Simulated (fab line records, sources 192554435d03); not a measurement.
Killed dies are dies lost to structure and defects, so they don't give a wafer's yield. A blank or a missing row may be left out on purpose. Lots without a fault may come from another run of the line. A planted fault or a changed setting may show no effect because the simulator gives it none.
fab line records | flow n5_finfet
record lots=7 wafers=39
route steps=1938 shown GATE_CUT@477 BEOL_M0_SAQP@672 BEOL_M0@721 BEOL_M3@993
start_h: hours from the record's first day to the start of the lot's first wafer shown | wait_h: hours since the lot's step before | " the same as in the row above | L1.1+2: a row that stands for several wafers | - no value, or no start given | * or withheld: withheld | < > ~ a bound
route shown NAME@n: a module of which the file shows steps, and the number in the route of the first | usual: mean/standard deviation of fault-free wafers | same: alike in all rows | chamber/n: place in a boat | sites: the reading at each site | _std_site: their standard deviation | _edge_site: outer sites' mean less inner sites' | radius_mm: how far each site lies from the wafer's centre | mask NAME#n: copy n | behind: the tool/chamber that last shaped the wafer | hold: why the lot was held/for how many hours/how that ended | device: the transistor (n, p or np) that didn't switch | end of line: the same wafers' tests at the end of the route | a step without rows: its recipe alone | killed: dies lost to structure and defects at the first sort, not the wafer's yield | map: a wafer's dies, x killed, . not, _ none there
set.NAME: the setting as run; set.NAME@STEP: as run at that earlier step | model.NAME: the simulator's own value behind a step, which no gauge read
lots whose settings were changed on purpose; a table a step, a row a wafer
## steps
# step N5_GATE_CUT_HM_DEP_46
# recipe material=SiO2 target_thk_a=1300 temp_c=400 precursor=TEOS/O2 pressure_torr=6.5 rf_w=900 teos_flow_sccm=161.4 gas=O2 flow_sccm=2650 time_s=26.6
# columns lot.wafer tool chamber start_h wait_h set.target_thk_a model.SiO2_of_GATE_CUT_HM_DEP_46.thk_nm
L082.1 pecvd-02 2 131.13 0.0 1765 175.6
L082.2 " 0 " " 1300 130
L082.3 " 1 " " 1300 130.4
L082.4 " 1 " " 1765 178.4
L082.5 " 2 " " 1765 177.6
L082.6 " 0 " " 1300 130.6
L087.1 pecvd-03 2 160.65 0.0 1300 129.4
L087.2 " 0 " " 1300 129.6
L087.3 " 1 " " 1300 128.6
L087.4 " 0 " " 1300 130.8
L087.5 " 2 " " 1300 131
L087.6 " 1 " " 1300 130
L088.1 pecvd-02 0 168.37 0.0 1300 128.2
L088.3 " 1 " " 1300 129.6
L088.6 " 1 " " 1300 132.8
L091.1+3 pecvd-02 2,1 185.04 0.0 1300 129
L091.2 " 0 " " 1300 129.2
L091.4 " 0 " " 563.5 57
L091.5 " 2 " " 563.5 57.4
L091.6 " 1 " " 563.5 56.4
L093.1 pecvd-01 2 197.80 0.0 1300 128.8
L093.2 " 0 " " 2080 204.6
L093.3 " 1 " " 1300 129
L093.4 " 1 " " 2080 209.4
L093.5 " 0 " " 2080 210.2
L093.6 " 2 " " 1300 129.6
L094.1 pecvd-03 0 204.27 0.0 1300 129.2
L094.2 " 1 " " 1595 157
L094.3 " 2 " " 1300 130
L094.4 " 2 " " 1300 129.8
L094.5 " 1 " " 1595 158.4
L094.6 " 0 " " 1595 159.8
L096.1 pecvd-03 1 214.65 0.0 1300 127.6
L096.2 " 0 " " 2018 197.4
L096.3 " 2 " " 1300 128
L096.4+5 " 2,0 " " 2018 201.6
L096.6 " 1 " " 1300 127.2
# step N5_GATE_CUT_COAT_34
# recipe resist=SOC temp_c=250 time_s=60 spin_rpm=1500 resist_thk_nm=60
# step N5_GATE_CUT_COAT_35
# recipe resist=SiARC temp_c=220 time_s=60 spin_rpm=1500 resist_thk_nm=10
# step N5_GATE_CUT_STRIP_38
# recipe chemistry=N2/H2 temp_c=40 n2_flow_sccm=200 h2_flow_sccm=200 rf_frequency_hz=6e+07
# step N5_GATE_CUT_STRIP_39
# recipe chemistry=N2/H2 temp_c=40 n2_flow_sccm=200 h2_flow_sccm=200 rf_frequency_hz=6e+07
# step N5_GATE_CUT_HM_OPEN_40
# recipe chemistry=C4F6/O2 target=SiO2 mask_material=SiARC target_depth_a=1390 time_s=85.1 ion_energy_ev=250 pressure_mtorr=30 source_w=345 bias_w=185 Ar_flow_sccm=300 C4F6_flow_sccm=10 O2_flow_sccm=10 ends=cleared
# usual etch_rf_on_time_s=93.4/1.8
# columns lot.wafer tool chamber start_h wait_h set.target_thk_a@GATE_CUT_HM_DEP_46 etch_rf_on_time_s model.etch.depth_nm model.SOC_of_GATE_CUT_COAT_34.thk_nm
L082.1 rie_diel-02 0 131.96 0.0 1765 128.4 175.5 22.8
L082.2 " 3 " " 1300 93.4 130 32.4
L082.3 " 2 " " 1300 95.0 130.4 32.6
L082.4 " 1 " " 1765 129.1 178.4 22.6
L082.5 " 1 " " 1765 128.8 177.6 22.2
L082.6 " 2 " " 1300 94.5 130.7 32.4
L087.1 rie_diel-06 1 161.28 0.0 1300 95.5 129.4 32.8
L087.2 " 2 " " 1300 92.8 129.6 33
L087.3 " 3 " " 1300 92.3 128.6 33
L087.4 " 0 " " 1300 93.5 130.8 32.8
L087.5 " 1 " " 1300 96.4 131.1 32.6
L087.6 " 2 " " 1300 93.2 130.1 33
L088.1 rie_diel-02 0 168.99 0.0 1300 94.9 128.2 33
L088.3 " 1 " " 1300 93.6 129.5 32.6
L088.6 " 3 " " 1300 96.3 132.8 32
L091.1 rie_diel-02 2 185.75 0.0 1300 93.8 129.1 33
L091.2 " 3 " " 1300 93.0 129.3 32.8
L091.3 " 1 " " 1300 93.7 129 33
L091.4 " 3 " " 563.5 40.9 57.01 48.2
L091.5 " 1 " " 563.5 41.8 57.38 48
L091.6 " 2 " " 563.5 41.3 56.37 48.2
L093.1 rie_diel-06 3 198.58 0.0 1300 91.7 128.7 32.8
L093.2 " 0 " " 2080 145.6 204.5 17.6
L093.3 " 2 " " 1300 92.5 129 33.2
L093.4 " 1 " " 2080 153.7 209.3 16.4
L093.5 " 1 " " 2080 155.9 210.1 16
L093.6 " 0 " " 1300 92.9 129.7 33.2
L094.1 rie_diel-02 3 205.02 0.0 1300 93.0 129.3 32.8
L094.2 " 2 " " 1595 113.9 157.1 27.2
L094.3 " 0 " " 1300 92.4 130 32.6
L094.4 " 1 " " 1300 94.3 129.8 32.6
L094.5 " 0 " " 1595 112.3 158.4 26.8
L094.6 " 1 " " 1595 114.4 159.9 26.2
L096.1 rie_diel-02 1 215.39 0.0 1300 91.8 127.7 33
L096.2 " 3 " " 2018 140.1 197.5 18.4
L096.3 " 0 " " 1300 89.9 128.1 32.8
L096.4 " 2 " " 2018 144.9 201.5 17.6
L096.5 " 1 " " 2018 142.9 201.7 17.2
L096.6 " 0 " " 1300 89.6 127.1 33.2
# step N5_GATE_CUT_STRIP_41
# recipe chemistry=CF4 resist=SiARC power_w=300 bias_power_w=75 pressure_mtorr=50 cf4_flow_sccm=150 rf_frequency_hz=6e+07
# step N5_GATE_CUT_STRIP_42
# recipe chemistry=O2 power_w=400 temp_c=40 pressure_mtorr=30 rf_frequency_hz=6e+07 bias_power_w=0 overash_fraction=0.3 o2_flow_sccm=225
# step N5_GATE_CUT_ALD_22
# recipe material=SiNx target_thk_a=160 temp_c=400 ald_precursor_family=SiH2I2 ald_co_reactant=N2/H2-plasma pulse_time_s=1 ald_cycles=320 purge_time_s=2 co_reactant_purge_time_s=2 pressure_torr=2
# step N5_GATE_CUT_CMP_23
# recipe stop_on=SiO2 t_overpolish_s=23.4 post_cmp_clean=alkaline_brush down_force_psi=2.5 platen_rpm=51.8 pad_velocity_m_s=1.0307 target_thk_nm=16
# step N5_GATE_CUT_THK_MEAS_24
# recipe reads=SiO2_of_GATE_CUT_HM_DEP_46+SiO2_flowable_of_ILD0_FCVD_FILL_01
# usual GC_FILL_THK=219.8/1.6
# columns lot.wafer tool chamber start_h wait_h set.target_thk_a@GATE_CUT_HM_DEP_46 GC_FILL_THK[nm]
L082.1 film_metro-02 - 134.69 - 1765 264.4
L082.2 " - " " 1300 219.0
L082.3 " - " " 1300 218.7
L082.4 " - " " 1765 266.8
L082.5 " - " " 1765 265.3
L082.6 " - " " 1300 219.7
L087.1 film_metro-01 - 163.73 - 1300 218.8
L087.2 " - " " 1300 218.3
L087.3 " - " " 1300 217.7
L087.4 " - " " 1300 218.5
L087.5 " - " " 1300 220.0
L087.6 " - " " 1300 219.7
L088.1 film_metro-02 - 171.46 - 1300 217.7
L088.3 " - " " 1300 219.7
L088.6 " - " " 1300 222.3
L091.1 film_metro-02 - 188.24 - 1300 219.4
L091.2 " - " " 1300 218.4
L091.3 " - " " 1300 219.9
L091.4 " - " " 563.5 145.9
L091.5 " - " " 563.5 146.9
L091.6 " - " " 563.5 147.1
L093.1 film_metro-01 - 201.04 - 1300 219.1
L093.2 " - " " 2080 294.3
L093.3 " - " " 1300 219.2
L093.4 " - " " 2080 299.8
L093.5 " - " " 2080 299.7
L093.6 " - " " 1300 220.3
L094.1 film_metro-02 - 207.48 - 1300 219.9
L094.2 " - " " 1595 247.4
L094.3 " - " " 1300 221.2
L094.4 " - " " 1300 220.5
L094.5 " - " " 1595 248.3
L094.6 " - " " 1595 250.8
L096.1 film_metro-01 - 218.12 - 1300 218.0
L096.2 " - " " 2018 287.6
L096.3 " - " " 1300 217.4
L096.4 " - " " 2018 291.5
L096.5 " - " " 2018 291.1
L096.6 " - " " 1300 217.0
# step N5_GATE_CUT_CMP_43
# recipe material=SiO2 post_cmp_clean=rinse_only
# columns lot.wafer tool chamber start_h wait_h set.target_thk_a@GATE_CUT_HM_DEP_46 model.SiO2_of_GATE_CUT_HM_DEP_46.thk_nm
L082.4 cmp-01 2 134.72 0.0 1765 7.4
L082.1+5 " 3 " " 1765 7.2
L082.2+3+6 " 0,1,2 " " 1300 5
L087.4+3+1+2+6+5 cmp-02 1,2,3,0,1,2 163.89 0.2 1300 5
L088.3+1 cmp-01 0,1 171.57 0.1 1300 5
L088.6 " 3 " " 1300 5.2
L091.4+6 cmp-01 1 188.27 0.0 563.5 1.4
L091.3+2+1 " 2,3,0 " " 1300 5
L091.5 " 2 " " 563.5 1.6
L093.2 cmp-02 1 201.07 0.0 2080 8.6
L093.4+5 " 2 " " 2080 8.8
L093.1+3+6 " 3,0,1 " " 1300 5
L094.3+4+1 cmp-01 2,3,0 207.51 0.0 1300 5
L094.2 " 1 " " 1595 6.2
L094.6+5 " 2,3 " " 1595 6.4
L096.3 cmp-01 3 218.15 0.0 1300 5
L096.1+6 " 0,3 " " 1300 4.8
L096.2 " 1 " " 2018 8.2
L096.4+5 " 2,0 " " 2018 8.4
# step N5_BEOL_M0_SAQP_ETCH_106
# recipe chemistry=N2/H2 target=SOC target_depth_a=1500 stop_on=SiNx ion_energy_ev=100 bias_w=61 pressure_mtorr=30 source_w=850 n2_flow_sccm=200 h2_flow_sccm=200
# columns lot.wafer tool chamber start_h wait_h set.target_depth_a model.SOC_of_BEOL_M0_SAQP_COAT_105.thk_nm
L082.1 rie_diel-02 2 156.38 - 1143 41.4
L082.2 " 3 " " 1500 22
L082.3 " 0 " " 1143 42.8
L082.4 " 1 " " 1143 41.2
L082.5 " 1 " " 1500 22.8
L082.6 " 0 " " 1500 25.4
L087.1+4+6 rie_diel-03 2,3,1 187.44 - 2108 0
L087.2 " 0 " " 1500 24
L087.3+5 " 1,2 " " 1500 22.4
L088.1 rie_diel-02 2 196.98 - 1500 26.4
L088.3 " 3 " " 1500 24.4
L088.6 " 1 " " 1500 24.6
L091.1 rie_diel-02 3 211.87 - 1500 23.4
L091.2+3+5 " 2,0,2 " " 2187 0
L091.4 " 1 " " 1500 24.2
L091.6 " 3 " " 1500 23.8
L093.1 rie_diel-06 1 224.08 - 1500 26
L093.2 " 2 " " 1194 39
L093.3 " 3 " " 1500 23
L093.4 " 0 " " 1194 37.8
L093.5 " 0 " " 1500 22
L093.6 " 1 " " 1194 41
L094.1 rie_diel-02 2 230.05 - 1854 8.2
L094.2 " 1 " " 1854 7.8
L094.3 " 0 " " 1854 6.2
L094.4 " 3 " " 1500 24.4
L094.5 " 2 " " 1500 24.8
L094.6 " 3 " " 1500 25.2
L096.1 rie_diel-03 1 241.51 - 1500 22.8
L096.2 " 2 " " 1061 45.4
L096.3 " 0 " " 1500 24.6
L096.4 " 0 " " 1061 46.6
L096.5 " 1 " " 1500 22.2
L096.6 " 2 " " 1061 45.6
# step N5_BEOL_M0_SAQP_ETCH_107
# recipe chemistry=CH3F/O2 target=SiNx target_depth_a=300 mask_material=SOC pressure_mtorr=30 source_w=395 bias_w=73 Ar_flow_sccm=150 CH3F_flow_sccm=30 O2_flow_sccm=20 ion_energy_ev=120
# columns lot.wafer tool chamber start_h wait_h set.target_depth_a@BEOL_M0_SAQP_ETCH_106 model.SOC_of_BEOL_M0_SAQP_COAT_105.thk_nm
L082.1 rie_diel-02 2 156.44 0.0 1143 30.4
L082.2 " 3 " " 1500 11
L082.3 " 0 " " 1143 32
L082.4 " 1 " " 1143 30.2
L082.5 " 1 " " 1500 11.8
L082.6 " 0 " " 1500 14.6
L087.1+4+6 rie_diel-03 2,3,1 187.50 0.0 2108 0
L087.2 " 0 " " 1500 13.2
L087.3 " 1 " " 1500 11.2
L087.5 " 2 " " 1500 11.6
L088.1 rie_diel-02 2 197.04 0.0 1500 15.6
L088.3 " 3 " " 1500 13.4
L088.6 " 1 " " 1500 13.8
L091.1 rie_diel-02 3 211.93 0.0 1500 12.6
L091.2+3+5 " 2,0,2 " " 2187 0
L091.4 " 1 " " 1500 13.4
L091.6 " 3 " " 1500 12.8
L093.1 rie_diel-06 1 224.14 0.0 1500 15.4
L093.2 " 2 " " 1194 28
L093.3 " 3 " " 1500 12
L093.4 " 0 " " 1194 26.8
L093.5 " 0 " " 1500 10.8
L093.6 " 1 " " 1194 30.2
L094.1+2+3 rie_diel-02 2,1,0 230.11 0.0 1854 0
L094.4 " 3 " " 1500 13.6
L094.5 " 2 " " 1500 14.2
L094.6 " 3 " " 1500 14.4
L096.1 rie_diel-03 1 241.57 0.0 1500 11.6
L096.2 " 2 " " 1061 34.4
L096.3 " 0 " " 1500 13.6
L096.4 " 0 " " 1061 35.8
L096.5 " 1 " " 1500 11
L096.6 " 2 " " 1061 34.6
# step N5_BEOL_M0_TRENCH_ETCH_107
# recipe chemistry=C4F6/O2 target_depth_a=328 target=SiOC time_s=16.4 ion_energy_ev=250 pressure_mtorr=30 source_w=355 bias_w=185 Ar_flow_sccm=300 C4F6_flow_sccm=10 O2_flow_sccm=10
# columns lot.wafer tool chamber start_h wait_h set.target_depth_a model.BEOL_M0.feature_depth_nm model.TiN_of_BEOL_M0_SAQP_HM_DEP_02.thk_nm
L082.1 rie_diel-01 1 163.14 0.0 328 33.4 9.4
L082.2 " 2 " " 328 32.6 9.4
L082.3 " 3 " " 392.5 39.8 9.2
L082.4 " 0 " " 392.5 40.2 9.4
L082.5 " 1 " " 328 33.2 9.4
L082.6 " 2 " " 392.5 39.2 9.2
L087.1 rie_diel-05 0 192.29 0.0 404.7 40.8 9.4
L087.2 " 3 " " 404.7 40 9.4
L087.3+6 " 1,3 " " 328 32.4 9.8
L087.4 " 0 " " 404.7 40.4 9.6
L087.5 " 1 " " 328 32.8 9.8
L088.1 rie_diel-05 3 206.46 0.0 328 32.8 9.6
L088.3 " 2 " " 328 32.6 9.6
L088.6 " 3 " " 328 32.2 9.6
L091.1 rie_diel-01 0 216.72 0.0 407.1 41.2 9.4
L091.2 " 2 " " 328 32.4 10
L091.3 " 3 " " 328 32.8 9.8
L091.4 " 1 " " 407.1 40.8 9.4
L091.5 " 1 " " 407.1 40.4 9.6
L091.6 " 0 " " 328 33 9.8
L093.1 rie_diel-05 2 229.92 0.0 328 32.2 9.6
L093.2 " 1 " " 183.2 18 10
L093.3 " 3 " " 183.2 18.2 10.2
L093.4 " 0 " " 183.2 18.4 10
L093.5+6 " 3,2 " " 328 32.4 9.6
L094.1+3 rie_diel-04 1,0 238.01 0.0 134.6 13.6 10.2
L094.2 " 3 " " 328 33.2 9.2
L094.4 " 3 " " 328 33.2 9.4
L094.5 " 0 " " 134.6 13.4 10
L094.6 " 1 " " 328 33 9.2
L096.1+2+3 rie_diel-04 2,1,3 246.38 0.0 153 15.4 10.4
L096.4 " 0 " " 328 32.8 9.6
L096.5 " 0 " " 328 33 9.6
L096.6 " 3 " " 328 33.2 9.6
# step N5_BEOL_M0_STRIP_142
# recipe chemistry=N2/H2 time_s=10 power_w=450 temp_c=40 pressure_mtorr=20 rf_frequency_hz=6e+07 bias_power_w=7 n2_flow_sccm=200 h2_flow_sccm=200
# step N5_BEOL_M0_OCD_MEAS_108
# usual trench_depth_nm=32.7/0.47
# columns lot.wafer tool chamber start_h wait_h set.target_depth_a@BEOL_M0_TRENCH_ETCH_107 trench_depth_nm
L082.1 ocd-02 - 163.24 0.1 328 33.1
L082.2 " - " " 328 32.2
L082.3 " - " " 392.5 39.2
L082.4 " - " " 392.5 40.3
L082.5 " - " " 328 33.5
L082.6 " - " " 392.5 39.2
L087.1 ocd-02 - 192.39 0.1 404.7 41.0
L087.2 " - " " 404.7 39.9
L087.3 " - " " 328 32.2
L087.4 " - " " 404.7 40.5
L087.5 " - " " 328 32.7
L087.6 " - " " 328 32.1
L088.1 ocd-02 - 206.56 0.1 328 32.7
L088.3 " - " " 328 32.7
L088.6 " - " " 328 31.9
L091.1 ocd-02 - 216.82 0.1 407.1 40.7
L091.2 " - " " 328 32.3
L091.3 " - " " 328 33.1
L091.4 " - " " 407.1 40.5
L091.5 " - " " 407.1 40.5
L091.6 " - " " 328 32.7
L093.1 ocd-01 - 230.03 0.1 328 31.9
L093.2 " - " " 183.2 17.8
L093.3 " - " " 183.2 18.2
L093.4 " - " " 183.2 18.5
L093.5 " - " " 328 32.6
L093.6 " - " " 328 31.9
L094.1 ocd-02 - 238.11 0.1 134.6 13.5
L094.2 " - " " 328 33.5
L094.3 " - " " 134.6 13.8
L094.4 " - " " 328 32.9
L094.5 " - " " 134.6 14.0
L094.6 " - " " 328 32.2
L096.1 ocd-02 - 246.48 0.1 153 15.3
L096.2 " - " " 153 15.6
L096.3 " - " " 153 15.7
L096.4 " - " " 328 32.9
L096.5 " - " " 328 33.1
L096.6 " - " " 328 32.9
# step N5_BEOL_M3_CVD_47
# recipe material=Co target_thk_a=30 temp_c=withheld precursor=CCTBA/H2 pressure_torr=30 time_s=223.8
# columns lot.wafer tool chamber start_h wait_h set.target_thk_a model.Co_of_BEOL_M3_CVD_47.thk_nm
L082.1+2+6 cvd_co-01 1,0,2 218.09 0.4 41.23 4.2
L082.3 " 2 " " 30 3.2
L082.4+5 " 1,0 " " 30 3
L087.1+5 cvd_co-02 2,0 239.96 0.1 30 3.2
L087.2 " 0 " " 30 3
L087.3+6 " 1 " " 40.15 4
L087.4 " 2 " " 40.15 4.2
L088.1+3 cvd_co-01 0,1 251.22 0.0 30 3
L088.6 " 2 " " 30 3.2
L091.1+5+6 cvd_co-02 2,1,2 267.26 0.1 30 3
L091.2+3 " 0,1 " " 13.24 1.4
L091.4 " 0 " " 13.24 1.2
L094.1+6 cvd_co-01 1,0 274.33 0.3 13.93 1.4
L094.2 " 2 " " 13.93 1.6
L094.3+4+5 " 0,2,1 " " 30 3
L093.1+4+5 cvd_co-01 1,0,2 282.83 0.0 30 3
L093.2+3+6 " 2,0,1 " " 30 3.2
L096.1+6 cvd_co-02 0,1 287.64 0.1 45.7 4.4
L096.2+5 " 1,0 " " 30 3
L096.3 " 2 " " 30 2.8
L096.4 " 2 " " 45.7 4.6
# step N5_BEOL_M3_SPUTTER_48
# recipe material=Cu target_thk_a=45 temp_c=-20 chamber_pressure_pa=0.07 power_w=withheld time_s=8.29
# step N5_BEOL_M3_ANNEAL_49
# recipe temp_c=400 time_s=240 ambient=vacuum
# step N5_BEOL_M3_ECD_50
# recipe material=Cu target_thk_a=3000
# step N5_BEOL_M3_ANNEAL_51
# recipe temp_c=225 time_s=90 ambient=N2
# step N5_BEOL_M3_CMP_52
# recipe stop_on=SiOC t_overpolish_s=6.8 down_force_psi=1 platen_rpm=50 clearing_platen_down_force_psi=1.5 clearing_platen_rpm=50 post_cmp_clean=cu_alkaline target_thk_nm=40 clearing_platen_pad_velocity_m_s=0.99484 pad_velocity_m_s=0.99484
# usual barrier_field_endpoint_s=24.6/0.57
# columns lot.wafer tool chamber start_h wait_h set.target_thk_a@BEOL_M3_CVD_47 barrier_field_endpoint_s
L082.2 cmp-04 1 221.37 0.2 41.23 24.6
L082.1 " 2 " " 41.23 25.4
L082.3 " 3 " " 30 24.0
L082.4 " 0 " " 30 23.4
L082.5 " 1 " " 30 24.1
L082.6 " 2 " " 41.23 25.6
L087.3 cmp-01 1 247.16 0.3 40.15 25.6
L087.4 " 2 " " 40.15 26.4
L087.2 " 3 " " 30 24.5
L087.1 " 0 " " 30 24.9
L087.5 " 1 " " 30 24.8
L087.6 " 2 " " 40.15 26.4
L088.3 cmp-01 2 253.70 0.2 30 24.9
L088.1 " 0 " " 30 25.0
L088.6 " 2 " " 30 25.4
L091.3 cmp-04 2 269.83 0.2 13.24 22.2
L091.1 " 3 " " 30 24.7
L091.4 " 0 " " 13.24 21.8
L091.2 " 1 " " 13.24 22.0
L091.6 " 2 " " 30 24.4
L091.5 " 3 " " 30 24.5
L094.2 cmp-03 2 277.34 0.3 13.93 22.1
L094.3 " 3 " " 30 24.6
L094.1 " 0 " " 13.93 22.9
L094.4 " 1 " " 30 25.1
L094.5 " 2 " " 30 24.6
L094.6 " 3 " " 13.93 22.7
L093.1 cmp-04 0 285.50 0.3 30 24.7
L093.3 " 1 " " 30 25.7
L093.4 " 2 " " 30 25.7
L093.2 " 3 " " 30 25.0
L093.5 " 0 " " 30 24.9
L093.6 " 1 " " 30 25.3
L096.2 cmp-04 1 290.10 0.2 30 24.9
L096.1 " 2 " " 45.7 26.3
L096.4 " 3 " " 45.7 26.9
L096.3 " 0 " " 30 23.6
L096.6 " 1 " " 45.7 26.4
L096.5 " 2 " " 30 24.8
## key
split step=N5_GATE_CUT_HM_DEP_46 setting=target_thk_a stated=1300 by=wafer
response step=N5_GATE_CUT_HM_DEP_46 reading=model.SiO2_of_GATE_CUT_HM_DEP_46.thk_nm change=+1.3 per=1% r=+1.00
response step=N5_GATE_CUT_HM_OPEN_40 reading=etch_rf_on_time_s change=* per=1% r=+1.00
response step=N5_GATE_CUT_HM_OPEN_40 reading=model.etch.depth_nm change=+1.3 per=1% r=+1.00
response step=N5_GATE_CUT_HM_OPEN_40 reading=model.SOC_of_GATE_CUT_COAT_34.thk_nm change=-0.273 per=1% r=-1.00
response step=N5_GATE_CUT_THK_MEAS_24 reading=GC_FILL_THK change=+1.3 per=1% r=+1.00
response step=N5_GATE_CUT_CMP_43 reading=model.SiO2_of_GATE_CUT_HM_DEP_46.thk_nm change=+0.0624 per=1% r=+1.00
split step=N5_BEOL_M0_SAQP_ETCH_106 setting=target_depth_a stated=1500 by=wafer
response step=N5_BEOL_M0_SAQP_ETCH_106 reading=model.SOC_of_BEOL_M0_SAQP_COAT_105.thk_nm change=-0.627 per=1% r=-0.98
response step=N5_BEOL_M0_SAQP_ETCH_107 reading=model.SOC_of_BEOL_M0_SAQP_COAT_105.thk_nm change=-0.462 per=1% r=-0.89
split step=N5_BEOL_M0_TRENCH_ETCH_107 setting=target_depth_a stated=328 by=wafer
response step=N5_BEOL_M0_TRENCH_ETCH_107 reading=model.BEOL_M0.feature_depth_nm change=+0.33 per=1% r=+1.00
response step=N5_BEOL_M0_TRENCH_ETCH_107 reading=model.TiN_of_BEOL_M0_SAQP_HM_DEP_02.thk_nm change=-0.0137 per=1% r=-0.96
response step=N5_BEOL_M0_OCD_MEAS_108 reading=trench_depth_nm change=+0.325 per=1% r=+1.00
split step=N5_BEOL_M3_CVD_47 setting=target_thk_a stated=30 by=wafer
response step=N5_BEOL_M3_CVD_47 reading=model.Co_of_BEOL_M3_CVD_47.thk_nm change=+0.0292 per=1% r=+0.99
response step=N5_BEOL_M3_CMP_52 reading=barrier_field_endpoint_s change=+0.0417 per=1% r=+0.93
